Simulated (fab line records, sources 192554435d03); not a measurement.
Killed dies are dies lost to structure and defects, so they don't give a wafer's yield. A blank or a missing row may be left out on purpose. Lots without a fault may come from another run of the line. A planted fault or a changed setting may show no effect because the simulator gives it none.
Which tool did it? | flow n5_finfet | 11 lots, 31 wafers sampled, at 5 steps of a route of 1938

WHAT THE GAUGES READ, wafer by wafer
N5_BEOL_M14_THK_MEAS_01.
lot  | measured     | on            | M14_ILD_THK (nm)
L445 | day 10 21:07 | film_metro-02 | 1109 1091 1138
L446 | day 11 00:25 | film_metro-02 | 1119 1110 1123
L448 | day 11 11:29 | film_metro-02 | 1120 1095 1138
L449 | day 11 16:15 | film_metro-02 | 1078 1104 1098
L451 | day 12 06:06 | film_metro-02 | 1122 1154 1159
L452 | day 12 23:56 | film_metro-01 | 1101 1122 1125
L456 | day 14 02:12 | film_metro-01 | 1276 1109
L459 | day 14 05:41 | film_metro-02 | 1108 1112 1121
L460 | day 14 06:20 | film_metro-02 | 1332 1137
L464 | day 15 18:23 | film_metro-01 | 1121 1145 1141
L467 | day 16 21:34 | film_metro-01 | 1113 1118 1117

WHICH TOOL RAN EACH LOT (tool, then ch and the chambers of the sampled wafers, then the start)
lot  | N5_BEOL_M13_PRE_CLEAN_42     | N5_BEOL_M13_SPUTTER_43       | N5_BEOL_M13_DEP_53              | N5_BEOL_M14_ILD_DEP_00
L445 | pvd_sputter-03, day 10 19:39 | pvd_sputter-03, day 10 19:41 | pecvd-01 ch 0,1,2, day 10 20:47 | pecvd-01 ch 0,1,2, day 10 20:55
L446 | pvd_sputter-03, day 10 22:57 | pvd_sputter-03, day 10 22:59 | pecvd-03 ch 0,2, day 11 00:05   | pecvd-01 ch 0,1,2, day 11 00:13
L448 | pvd_sputter-03, day 11 09:46 | pvd_sputter-03, day 11 09:48 | pecvd-01 ch 0,1, day 11 10:53   | pecvd-04 ch 0,1, day 11 11:13
L449 | pvd_sputter-03, day 11 14:43 | pvd_sputter-03, day 11 14:45 | pecvd-03 ch 0,1,2, day 11 15:51 | pecvd-04 ch 1, day 11 15:59
L451 | pvd_sputter-02, day 12 03:58 | pvd_sputter-02, day 12 04:01 | pecvd-03 ch 0,1,2, day 12 05:47 | pecvd-03 ch 1,2, day 12 05:55
L452 | pvd_sputter-02, day 12 22:29 | pvd_sputter-02, day 12 22:32 | pecvd-03 ch 0,2, day 12 23:38   | pecvd-01 ch 0,1,2, day 12 23:46
L456 | pvd_sputter-03, day 14 00:39 | pvd_sputter-03, day 14 00:41 | pecvd-01 ch 0,1, day 14 01:53   | pecvd-01 ch 2, day 14 02:01
L459 | pvd_sputter-01, day 14 04:14 | pvd_sputter-01, day 14 04:16 | pecvd-01 ch 0,2, day 14 05:22   | pecvd-04 ch 0,1,2, day 14 05:29
L460 | pvd_sputter-02, day 14 04:53 | pvd_sputter-02, day 14 04:55 | pecvd-03 ch 0,2, day 14 06:01   | pecvd-01 ch 0,1, day 14 06:09
L464 | pvd_sputter-02, day 15 16:49 | pvd_sputter-02, day 15 16:52 | pecvd-03 ch 0,2, day 15 17:58   | pecvd-03 ch 0,2, day 15 18:07
L467 | pvd_sputter-01, day 16 20:04 | pvd_sputter-01, day 16 20:06 | pecvd-03 ch 0,1,2, day 16 21:16 | pecvd-03 ch 0,1,2, day 16 21:23
- N5_BEOL_M13_PRE_CLEAN_42: time 30 s.
- N5_BEOL_M13_SPUTTER_43: material TaN, target thk 15 nm, time 24.19 s.
- N5_BEOL_M13_DEP_53: deposits SiCN from 3MS/NH3, target thk 50 nm, time 17.8 s.
- N5_BEOL_M14_ILD_DEP_00: deposits SiO2 from TEOS/O2, target thk 1119.3 nm, time 237.4 s.

WHAT THE TOOLS THEMSELVES READ (means of the sampled wafers that have a number; where no wafer has one, the mark that the record gives instead)
N5_BEOL_M13_PRE_CLEAN_42.
lot  | tool           | heater_power_w (W)
L445 | pvd_sputter-03 | 306
L446 | pvd_sputter-03 | 311
L448 | pvd_sputter-03 | 304
L449 | pvd_sputter-03 | 330
L451 | pvd_sputter-02 | 328
L452 | pvd_sputter-02 | 340
L456 | pvd_sputter-03 | 330
L459 | pvd_sputter-01 | 348
L460 | pvd_sputter-02 | 312
L464 | pvd_sputter-02 | 329
L467 | pvd_sputter-01 | 329

N5_BEOL_M13_SPUTTER_43.
lot  | tool           | throttle_valve_pct (%)
L445 | pvd_sputter-03 | 29.8
L446 | pvd_sputter-03 | 29.8
L448 | pvd_sputter-03 | 30.0
L449 | pvd_sputter-03 | 30.0
L451 | pvd_sputter-02 | 29.1
L452 | pvd_sputter-02 | 30.0
L456 | pvd_sputter-03 | 29.9
L459 | pvd_sputter-01 | 29.7
L460 | pvd_sputter-02 | 28.6
L464 | pvd_sputter-02 | 29.9
L467 | pvd_sputter-01 | 29.7

N5_BEOL_M13_DEP_53.
lot  | tool     | showerhead_plenum_p_Torr (Torr) | throttle_valve_pct (%)
L445 | pecvd-01 | 4.156                           | 17.4
L446 | pecvd-03 | 4.170                           | 17.8
L448 | pecvd-01 | 4.153                           | 17.7
L449 | pecvd-03 | 4.162                           | 18.2
L451 | pecvd-03 | 4.163                           | 18.4
L452 | pecvd-03 | 4.138                           | 18.1
L456 | pecvd-01 | 4.156                           | 17.9
L459 | pecvd-01 | 4.155                           | 17.1
L460 | pecvd-03 | 4.159                           | 17.9
L464 | pecvd-03 | 4.171                           | 17.8
L467 | pecvd-03 | 4.169                           | 18.4

N5_BEOL_M14_ILD_DEP_00.
lot  | tool     | heater_power_w (W) | run_length_s (s) | showerhead_plenum_p_Torr (Torr) | throttle_valve_pct (%)
L445 | pecvd-01 | 581                | 280.2            | 8.342                           | 18.1
L446 | pecvd-01 | 566                | 280.5            | 8.356                           | 18.0
L448 | pecvd-04 | 521                | 280.9            | 8.327                           | 19.7
L449 | pecvd-04 | 559                | 280.5            | 8.334                           | 18.7
L451 | pecvd-03 | 573                | 280.7            | 8.305                           | 19.2
L452 | pecvd-01 | 572                | 280.7            | 8.329                           | 18.3
L456 | pecvd-01 | 606                | 300.6            | 8.364                           | 17.6
L459 | pecvd-04 | 551                | 280.6            | 8.339                           | 18.7
L460 | pecvd-01 | 510                | 299.7            | 8.326                           | 18.3
L464 | pecvd-03 | 568                | 280.7            | 8.325                           | 18.8
L467 | pecvd-03 | 626                | 280.7            | 8.350                           | 19.0

THE ANSWER, worked out from the rows above alone
Rule: what is usual is taken from the lots themselves. Put in order of their means at a reading, lots are off if they are a third of the lots or fewer, leave a main group of 4 or more, and stand apart from it by a gap of 3 or more times the standard deviation of the main group's means; of several such gaps the widest counts. A main group whose means are all the same, to the digits that the tables above print for the reading, isn't used. A lot without any number at a reading at which 4 lots or more have one is off too. The other lots that the step has rows for count as sound. The gauges are gone through in route order, then the tools' own readings, and for those a lot's mean is taken as printed above. The first step at which some lot is off is used, and at that step the reading that is off furthest; a lot without a number counts as furthest.
Off: L456, L460, at N5_BEOL_M14_THK_MEAS_01 (M14_ILD_THK). The main group: mean 1119 nm, standard deviation 14.
A tool fits if, at a process step before that reading, it ran every lot that is off, and no sound lot after the first of them. The gauges at N5_BEOL_M14_THK_MEAS_01 aren't tried: what is off there is off at N5_BEOL_M14_ILD_DEP_00 too, on other tools, and a gauge's error can't cause that. One fits: pecvd-01 at N5_BEOL_M14_ILD_DEP_00. Its last sound lot is L452 (day 12 23:46), its first lot that is off L456 (day 14 02:01): a fault that began between those two fits.
The tool's own readings at N5_BEOL_M14_ILD_DEP_00 bear it out: on the lots that are off they differ by more than 5 times the standard deviation of the sound lots' means. run_length_s reads 300.1 s there against 280.6 s on the sound lots.

WHAT THE SIMULATOR HAD PUT IN
Process parameter drift: pecvd-01, from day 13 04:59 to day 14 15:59, at N5_BEOL_M14_ILD_DEP_00. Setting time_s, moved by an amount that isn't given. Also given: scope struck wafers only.
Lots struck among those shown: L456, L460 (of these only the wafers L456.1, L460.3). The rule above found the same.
